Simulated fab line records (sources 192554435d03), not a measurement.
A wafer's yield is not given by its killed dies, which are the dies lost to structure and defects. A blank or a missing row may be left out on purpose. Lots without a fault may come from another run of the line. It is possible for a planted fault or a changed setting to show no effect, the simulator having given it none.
Matching of chambers | flow n5 finfet | N5_BEOL_M11_STRIP_36 on rie diel-02: 4 sister chambers
The step strips in N2/H2. 18 wafers are shown with their chamber, then 9 later ones without.

EACH WAFER AND ITS CHAMBER
wafer  | chamber | showerhead plenum p Torr (Torr) | drypump motor current A (A) | oes product au (a.u.)
L079.1 | 1       | 2.52                            | 6.2                         | 0.71
L079.2 | 3       | 2.65                            | 5.5                         | 0.86
L079.3 | 2       | 2.40                            | 5.6                         | 0.71
L080.1 | 3       | 2.65                            | 5.6                         | 0.86
L080.3 | 2       | 2.39                            | 5.6                         | 0.71
L080.6 | 1       | 2.52                            | 6.2                         | 0.72
L083.2 | 3       | 2.64                            | 5.5                         | 0.84
L083.4 | 2       | 2.39                            | 5.6                         | 0.69
L083.6 | 0       | 2.47                            | 5.3                         | 0.82
L082.3 | 3       | 2.64                            | 5.5                         | 0.86
L082.4 | 0       | 2.47                            | 5.3                         | 0.84
L082.6 | 2       | 2.39                            | 5.6                         | 0.69
L086.2 | 1       | 2.51                            | 6.2                         | 0.72
L086.3 | 3       | 2.64                            | 5.5                         | 0.84
L086.5 | 3       | 2.64                            | 5.5                         | 0.83
L085.1 | 3       | 2.64                            | 5.5                         | 0.83
L085.2 | 0       | 2.47                            | 5.2                         | 0.81
L085.5 | 1       | 2.51                            | 6.3                         | 0.70

SIGNATURES (averages over the wafers above)
reading                  | chamber 0 | chamber 1 | chamber 2 | chamber 3 | scatter within a chamber
showerhead plenum p Torr | 2.4700    | 2.5150    | 2.3925    | 2.6429    | 0.00476
drypump motor current A  | 5.267     | 6.225     | 5.600     | 5.514     | 0.0403
oes product au           | 0.8233    | 0.7125    | 0.7000    | 0.8457    | 0.0129
Rule: a wafer lies at a distance from a chamber equal to the root of the sum of squares, over the readings, of (its reading less the chamber's mean, divided by the reading's scatter). The wafer belongs to the nearest chamber; if the next one is less than 2 further off, it can't be placed. The scatter: the root of (the sum of the squares of (reading less its chamber's mean) over the shown wafers, divided by (wafers less chambers)).

WAFERS MISSING THEIR CHAMBER
wafer  | showerhead plenum p Torr (Torr) | drypump motor current A (A) | oes product au (a.u.)
L089.1 | 2.51                            | 6.2                         | 0.70
L089.5 | 2.51                            | 6.2                         | 0.69
L089.6 | 2.64                            | 5.5                         | 0.80
L088.2 | 2.46                            | 5.2                         | 0.79
L088.4 | 2.46                            | 5.3                         | 0.77
L088.5 | 2.51                            | 6.3                         | 0.69
L096.1 | 2.70                            | 5.6                         | 0.92
L096.4 | 2.63                            | 5.5                         | 0.79
L096.5 | 2.70                            | 5.6                         | 0.92

EACH ONE'S CHAMBER
wafer  | from the rows above | in truth
L089.1 | 1                   | 1
L089.5 | 1                   | 1
L089.6 | 3                   | 3
L088.2 | 0                   | 0
L088.4 | 0                   | 0
L088.5 | 1                   | 1
L096.1 | 3                   | 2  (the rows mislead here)
L096.4 | 3                   | 3
L096.5 | 3                   | 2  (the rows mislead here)
Correctly placed: 7 of 9. Not placeable from these rows: 0. Placed wrongly: 2.
